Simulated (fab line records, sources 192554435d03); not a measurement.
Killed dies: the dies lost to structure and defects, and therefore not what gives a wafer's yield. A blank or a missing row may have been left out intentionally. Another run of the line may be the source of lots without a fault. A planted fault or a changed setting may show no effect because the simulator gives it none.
Chamber matching || flow n5Finfet || N5_MOL_CONTACT_COAG_ETCH_110 on rieDiel-04: 4 sister chambers
The step etches Si in CF4/O2, target depth 2.5 nm, time 8 s. 8 wafers are shown with their chamber, then 8 later ones without.

## WAFERS WITH THEIR CHAMBER
{"wafer": "L079.6", "chamber": 3, "showerheadPlenumPTorr (Torr)": 2.15, "drypumpMotorCurrentA (A)": 5.7}
{"wafer": "L080.3", "chamber": 2, "showerheadPlenumPTorr (Torr)": 2.25, "drypumpMotorCurrentA (A)": 5.8}
{"wafer": "L082.1", "chamber": 1, "showerheadPlenumPTorr (Torr)": 2.30, "drypumpMotorCurrentA (A)": 5.9}
{"wafer": "L082.5", "chamber": 2, "showerheadPlenumPTorr (Torr)": 2.25, "drypumpMotorCurrentA (A)": 5.8}
{"wafer": "L089.1", "chamber": 0, "showerheadPlenumPTorr (Torr)": 2.25, "drypumpMotorCurrentA (A)": 4.8}
{"wafer": "L089.2", "chamber": 3, "showerheadPlenumPTorr (Torr)": 2.14, "drypumpMotorCurrentA (A)": 5.8}
{"wafer": "L089.3", "chamber": 1, "showerheadPlenumPTorr (Torr)": 2.29, "drypumpMotorCurrentA (A)": 6.0}
{"wafer": "L090.3", "chamber": 0, "showerheadPlenumPTorr (Torr)": 2.25, "drypumpMotorCurrentA (A)": 4.8}

## WAFERS WHOSE CHAMBER IS MISSING
{"wafer": "L090.4", "showerheadPlenumPTorr (Torr)": 2.14, "drypumpMotorCurrentA (A)": 5.8}
{"wafer": "L090.6", "showerheadPlenumPTorr (Torr)": 2.25, "drypumpMotorCurrentA (A)": 4.7}
{"wafer": "L091.2", "showerheadPlenumPTorr (Torr)": 2.14, "drypumpMotorCurrentA (A)": 5.8}
{"wafer": "L091.4", "showerheadPlenumPTorr (Torr)": 2.24, "drypumpMotorCurrentA (A)": 4.8}
{"wafer": "L091.6", "showerheadPlenumPTorr (Torr)": 2.14, "drypumpMotorCurrentA (A)": 5.8}
{"wafer": "L092.4", "showerheadPlenumPTorr (Torr)": 2.24, "drypumpMotorCurrentA (A)": 4.7}
{"wafer": "L092.5", "showerheadPlenumPTorr (Torr)": 2.14, "drypumpMotorCurrentA (A)": 5.8}
{"wafer": "L092.6", "showerheadPlenumPTorr (Torr)": 2.29, "drypumpMotorCurrentA (A)": 5.9}

## EACH ONE'S CHAMBER
{"wafer": "L090.4", "from the rows above": 3, "in truth": 3}
{"wafer": "L090.6", "from the rows above": 0, "in truth": 0}
{"wafer": "L091.2", "from the rows above": 3, "in truth": 3}
{"wafer": "L091.4", "from the rows above": 0, "in truth": 0}
{"wafer": "L091.6", "from the rows above": 3, "in truth": 3}
{"wafer": "L092.4", "from the rows above": 0, "in truth": 0}
{"wafer": "L092.5", "from the rows above": 3, "in truth": 3}
{"wafer": "L092.6", "from the rows above": 1, "in truth": 1}
8 of 8 placed correctly. Can't be placed from these rows: 0. Number placed wrongly: 0.
How it was worked out, from the rows above alone: a wafer's distance from a chamber is the root of the sum, over the readings, of the square of ((its reading less the chamber's mean) divided by the reading's scatter). If the next closest chamber is less than 2 further off than the closest, the wafer can't be placed; otherwise it belongs to the closest. A chamber's mean is the mean of its shown wafers. The scatter: take each reading less its chamber's mean, square it, sum over the shown wafers, divide by the number of wafers less the number of chambers, and take the root.
